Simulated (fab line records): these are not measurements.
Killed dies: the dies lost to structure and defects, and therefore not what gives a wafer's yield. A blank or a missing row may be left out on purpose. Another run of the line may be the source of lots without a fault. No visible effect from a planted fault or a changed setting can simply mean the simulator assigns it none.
Matching of chambers :: flow n5-finfet :: 4 sister chambers for N5_DUMMY_REMOVAL_STRIP_10 on rie-diel-04
The step strips in N2/H2, time 40 s. 20 wafers are shown with their chamber, then 10 later ones without.

WAFERS WITH THEIR CHAMBER
wafer: L074.1
chamber: 0
throttle-valve-pct (%): 12.77
oes-product-au (a.u.): 0.71
showerhead-plenum-p-Torr (Torr): 3.34

wafer: L074.2
chamber: 3
throttle-valve-pct (%): 12.18
oes-product-au (a.u.): 0.68
showerhead-plenum-p-Torr (Torr): 3.31

wafer: L074.3
chamber: 3
throttle-valve-pct (%): 12.17
oes-product-au (a.u.): 0.68
showerhead-plenum-p-Torr (Torr): 3.31

wafer: L079.2
chamber: 1
throttle-valve-pct (%): 12.43
oes-product-au (a.u.): 0.75
showerhead-plenum-p-Torr (Torr): 3.36

wafer: L079.3
chamber: 0
throttle-valve-pct (%): 12.79
oes-product-au (a.u.): 0.70
showerhead-plenum-p-Torr (Torr): 3.34

wafer: L079.6
chamber: 1
throttle-valve-pct (%): 12.43
oes-product-au (a.u.): 0.73
showerhead-plenum-p-Torr (Torr): 3.36

wafer: L080.1
chamber: 3
throttle-valve-pct (%): 12.22
oes-product-au (a.u.): 0.66
showerhead-plenum-p-Torr (Torr): 3.31

wafer: L080.3
chamber: 0
throttle-valve-pct (%): 12.81
oes-product-au (a.u.): 0.70
showerhead-plenum-p-Torr (Torr): 3.33

wafer: L080.6
chamber: 1
throttle-valve-pct (%): 12.44
oes-product-au (a.u.): 0.73
showerhead-plenum-p-Torr (Torr): 3.36

wafer: L083.2
chamber: 1
throttle-valve-pct (%): 12.46
oes-product-au (a.u.): 0.73
showerhead-plenum-p-Torr (Torr): 3.35

wafer: L083.4
chamber: 1
throttle-valve-pct (%): 12.47
oes-product-au (a.u.): 0.73
showerhead-plenum-p-Torr (Torr): 3.35

wafer: L083.6
chamber: 2
throttle-valve-pct (%): 12.08
oes-product-au (a.u.): 0.93
showerhead-plenum-p-Torr (Torr): 3.46

wafer: L084.1
chamber: 3
throttle-valve-pct (%): 12.25
oes-product-au (a.u.): 0.66
showerhead-plenum-p-Torr (Torr): 3.30

wafer: L084.2
chamber: 2
throttle-valve-pct (%): 12.08
oes-product-au (a.u.): 0.91
showerhead-plenum-p-Torr (Torr): 3.45

wafer: L084.3
chamber: 1
throttle-valve-pct (%): 12.45
oes-product-au (a.u.): 0.72
showerhead-plenum-p-Torr (Torr): 3.35

wafer: L084.4
chamber: 3
throttle-valve-pct (%): 12.24
oes-product-au (a.u.): 0.67
showerhead-plenum-p-Torr (Torr): 3.30

wafer: L084.5
chamber: 2
throttle-valve-pct (%): 12.08
oes-product-au (a.u.): 0.91
showerhead-plenum-p-Torr (Torr): 3.45

wafer: L084.6
chamber: 1
throttle-valve-pct (%): 12.46
oes-product-au (a.u.): 0.73
showerhead-plenum-p-Torr (Torr): 3.35

wafer: L085.1
chamber: 2
throttle-valve-pct (%): 12.09
oes-product-au (a.u.): 0.92
showerhead-plenum-p-Torr (Torr): 3.45

wafer: L085.3
chamber: 3
throttle-valve-pct (%): 12.25
oes-product-au (a.u.): 0.67
showerhead-plenum-p-Torr (Torr): 3.30

SIGNATURES (averages over the wafers above)
reading: throttle-valve-pct
chamber 0: 12.7900
chamber 1: 12.4486
chamber 2: 12.0825
chamber 3: 12.2183
scatter within a chamber: 0.0232

reading: oes-product-au
chamber 0: 0.7033
chamber 1: 0.7314
chamber 2: 0.9175
chamber 3: 0.6700
scatter within a chamber: 0.00876

reading: showerhead-plenum-p-Torr
chamber 0: 3.3367
chamber 1: 3.3543
chamber 2: 3.4525
chamber 3: 3.3050
scatter within a chamber: 0.00538
Rule: a wafer's distance from a chamber is the root of the sum, over the readings, of the square of ((its reading less the chamber's mean) divided by the reading's scatter). If the next closest chamber is less than 2 further off than the closest, the wafer can't be placed; otherwise it belongs to the closest. How the scatter is found: for the shown wafers, subtract from each reading the mean of its chamber, square and add these, divide the total by (wafers less chambers), then take the root.

WAFERS WITH NO CHAMBER GIVEN
wafer: L085.5
throttle-valve-pct (%): 12.46
oes-product-au (a.u.): 0.73
showerhead-plenum-p-Torr (Torr): 3.35

wafer: L086.1
throttle-valve-pct (%): 12.48
oes-product-au (a.u.): 0.73
showerhead-plenum-p-Torr (Torr): 3.35

wafer: L086.3
throttle-valve-pct (%): 12.48
oes-product-au (a.u.): 0.72
showerhead-plenum-p-Torr (Torr): 3.35

wafer: L086.5
throttle-valve-pct (%): 12.47
oes-product-au (a.u.): 0.72
showerhead-plenum-p-Torr (Torr): 3.35

wafer: L090.1
throttle-valve-pct (%): 12.16
oes-product-au (a.u.): 0.96
showerhead-plenum-p-Torr (Torr): 3.33

wafer: L090.5
throttle-valve-pct (%): 12.11
oes-product-au (a.u.): 0.89
showerhead-plenum-p-Torr (Torr): 3.45

wafer: L090.6
throttle-valve-pct (%): 12.14
oes-product-au (a.u.): 0.96
showerhead-plenum-p-Torr (Torr): 3.33

wafer: L093.2
throttle-valve-pct (%): 11.60
oes-product-au (a.u.): 0.99
showerhead-plenum-p-Torr (Torr): 3.30

wafer: L093.4
throttle-valve-pct (%): 12.15
oes-product-au (a.u.): 0.92
showerhead-plenum-p-Torr (Torr): 3.32

wafer: L093.5
throttle-valve-pct (%): 11.59
oes-product-au (a.u.): 1.00
showerhead-plenum-p-Torr (Torr): 3.30

WHICH CHAMBER EACH WENT THROUGH
wafer: L085.5
from the rows above: 1
in truth: 1

wafer: L086.1
from the rows above: 1
in truth: 1

wafer: L086.3
from the rows above: 1
in truth: 1

wafer: L086.5
from the rows above: 1
in truth: 1

wafer: L090.1
from the rows above: 2
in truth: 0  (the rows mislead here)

wafer: L090.5
from the rows above: 2
in truth: 2

wafer: L090.6
from the rows above: 2
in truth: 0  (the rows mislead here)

wafer: L093.2
from the rows above: 2
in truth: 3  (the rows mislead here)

wafer: L093.4
from the rows above: can't be placed: 2 or 1
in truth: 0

wafer: L093.5
from the rows above: 2
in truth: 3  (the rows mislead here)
Correct placement for 5 of the 10. Not placeable from these rows: 1 (in 0, the candidates include the true chamber). Placed wrongly: 4.
